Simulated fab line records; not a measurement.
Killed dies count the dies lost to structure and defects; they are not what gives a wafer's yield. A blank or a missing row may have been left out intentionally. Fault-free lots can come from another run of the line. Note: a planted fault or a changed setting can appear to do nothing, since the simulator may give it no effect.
Lot-split experiment	flow n5Finfet	21 wafers read across 7 lots, on a route 1938 steps long

== SPLIT DETAILS ==
At N5_PASSIVATION_ETCH_54 (etches SiO2 in CHF3/O2, target depth 880 nm, time 440 s), the setting sourceW was moved away from the recipe's 650 W on 7 of the 21 wafers read, by -17.8% to +15.3%. This setting was run at the recipe's value on the other wafers.

The reading comes from the split's own step.

== THE READING ==
rfVppV, in V, at N5_PASSIVATION_ETCH_54 (etches SiO2 in CHF3/O2, target depth 880 nm, time 440 s). On this fab line, fault-free wafers typically give 526 V with a standard deviation of 3.9 V.

wafer	tool, chamber at the split	sourceW as run, W	against the recipe	rfVppV, V	against lot-mates on the recipe
L074.1	rieDiel-05, 0	534.5	-17.8%	581	no lot-mate on the recipe
L074.2	rieDiel-05, 1	534.5	-17.8%	581	no lot-mate on the recipe
L074.6	rieDiel-05, 3	534.5	-17.8%	577	no lot-mate on the recipe
L076.1	rieDiel-02, 2	650	recipe	517	-
L076.2	rieDiel-02, 0	650	recipe	531	-
L076.3	rieDiel-02, 3	650	recipe	524	-
L082.1	rieDiel-02, 0	650	recipe	532	-
L082.4	rieDiel-02, 2	650	recipe	517	-
L082.6	rieDiel-02, 0	650	recipe	532	-
L087.4	rieDiel-01, 3	650	recipe	530	-
L087.5	rieDiel-01, 0	650	recipe	523	-
L087.6	rieDiel-01, 3	650	recipe	531	-
L089.1	rieDiel-01, 1	569.6	-12.4%	563	+39
L089.2	rieDiel-01, 2	650	recipe	524	-
L089.4	rieDiel-01, 0	569.6	-12.4%	558	+34
L094.1	rieDiel-02, 2	650	recipe	518	-
L094.3	rieDiel-02, 1	738.8	+13.7%	494	-28
L094.5	rieDiel-02, 3	650	recipe	525	-
L095.2	rieDiel-05, 0	650	recipe	529	-
L095.4	rieDiel-05, 2	650	recipe	529	-
L095.6	rieDiel-05, 0	749.7	+15.3%	493	-36

THE FIT
A straight line over all 21 wafers: rfVppV changes by -2.74 V for each +1% of sourceW; r = -0.98; the points scatter about the line by 5.5 V.
The same after taking each lot's own level away (the mean of its wafers on the recipe; 18 wafers): -2.52 V for each +1%; r = -0.96; scatter 5.1 V.
On that fit, the largest move of sourceW shifts the reading by 45 V.
Measured against the standard deviation above, the lots' own levels, which go from 521.5 to 529.0 V, span 1.9 times it.
So the lot-to-lot level changes the slope little: the two slopes agree.
Check: -38.5 V against its lot-mates is what the line predicts for one of the wafers moved furthest among these (+15.3%) when that wafer is left out of the fit. It came out at -36 V against them.
Tool readings at the split's step, against how far the setting was moved: rfVppV r = -0.98.

== THE FILE'S OWN FIT ==
rfVppV changes by -2.39 V for each +1% of sourceW, r = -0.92.
